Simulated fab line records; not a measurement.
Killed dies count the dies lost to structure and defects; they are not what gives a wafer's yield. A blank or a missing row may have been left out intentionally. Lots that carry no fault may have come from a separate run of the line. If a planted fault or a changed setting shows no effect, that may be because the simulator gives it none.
Problem report in the 8D (eight disciplines) form, filled by code / flow nandHarc / the parts of the form that need people (team, actions taken, sign-off) are left out

== 1. WHAT IS WRONG ==
Mean of killedAtArray at NHARC_END_SORT_01: 158 across 2 wafers in 2 lots; on wafers with no fault it is 61 (standard deviation 20). That puts it +4.8 standard deviations away from the usual mean.
First observed at day 26 00:39: wafer L395.5, on prober-02. At this step, 18 wafers from 6 lots have a number in the record. By rule, "out" or "out of limits" means more than 4 standard deviations away from the usual mean. All remaining wafers that have a number are taken as sound.

== 2. WHAT THIS IS AND IS NOT ==
question=which readings at this step | is=killedAtArray, killedDies | is not=killedAtOther, killedAtPeriphery, killedOpen, killedShort
question=which lots | is=L395, L399 | is not=L404, L405, L407, L409
question=which wafers of those lots | is=L395.5, L399.5 | is not=L395.1, L395.4, L399.2, L399.3
question=read on which gauges | is=prober-02 | is not=prober-01
question=when | is=from day 26 00:39 | is not=up to then (2 sound wafers); but 14 sound wafers of L399, L404, L405, L407, L409 came after

== 3. SUSPECTS, AND WHAT RULES EACH OUT ==
Counting: if a tool at a process step up to the reading ran every lot that is out, it stays a suspect. Sound lots after the first of them don't rule it out here, since some wafers of a struck lot are sound.
- the gauge at NHARC_END_SORT_01: kept. All the wafers that are out were read on prober-02, and no step on other tools shows them out.
- rieSi-04 at NHARC_A_CHANNEL_FILL_D1_ETCHBACK_19 (etches the open film in HBr/Cl2, target depth 5 nm, time 1.7 s): kept. It ran every lot that is out, first L395 (day 11 13:28).
- rieDiel-01 at NHARC_A_CHANNEL_FILL_D1_ETCHBACK_20 (etches the open film in C4F8/O2/Ar, target depth 27 nm, time 13.5 s): kept. It ran every lot that is out, first L395 (day 11 13:35).
- rieDiel-13 at NHARC_A_CHANNEL_FILL_D1_STRIP_29 (strips in O2, time 20 s): kept. It ran every lot that is out, first L395 (day 12 10:55). Because NHARC_A_CHANNEL_FILL_D1_STRIP_29 lacks a start for some lots, the hours and order of its lots are taken from NHARC_A_CHANNEL_FILL_D1_PRECLEAN_30.
- wetBench-01 at NHARC_A_CHANNEL_FILL_D1_PRECLEAN_30 (cleans in dHF, time 30 s): kept. It ran every lot that is out, first L395 (day 12 10:55).
Left after counting: rieSi-04 at NHARC_A_CHANNEL_FILL_D1_ETCHBACK_19, rieDiel-01 at NHARC_A_CHANNEL_FILL_D1_ETCHBACK_20, rieDiel-13 at NHARC_A_CHANNEL_FILL_D1_STRIP_29, wetBench-01 at NHARC_A_CHANNEL_FILL_D1_PRECLEAN_30, prober-02 at NHARC_END_SORT_01.

== 4. THE CAUSE (what the simulator had put in) ==
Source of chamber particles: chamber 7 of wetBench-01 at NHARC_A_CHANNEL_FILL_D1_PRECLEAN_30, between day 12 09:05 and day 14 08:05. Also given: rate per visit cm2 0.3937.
After counting, 5 suspects remain, this tool included.

== 5. THE EFFECT CHAIN, in route order ==
Each row: a reading where the mean over the struck wafers with a number is more than 3 standard deviations away from the usual. Scope: only readings with a usual standard deviation given in the record; hours: median across lots of the time from each lot's start at the first step in this table that gives one to its start at this step; sigmas: change in usual standard deviations.
hours=0; step=NHARC_END_SORT_01; reading=killedAtArray; usual=61; on struck wafers=158; change=+97; sigmas=+4.8
hours=0; step=NHARC_END_SORT_01; reading=killedDies; usual=65; on struck wafers=166; change=+100; sigmas=+4.8

== 6. HOW IT WOULD HAVE BEEN CAUGHT EARLIER ==
The first out-of-limits reading at a measuring or inspecting step in this record came at day 26 00:39, 328 hours after the fault's start at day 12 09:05.
By day 26 00:39, every lot that is out (2) had started NHARC_A_CHANNEL_FILL_D1_PRECLEAN_30 on wetBench-01. None of them would have been spared by holding the tool at that moment.
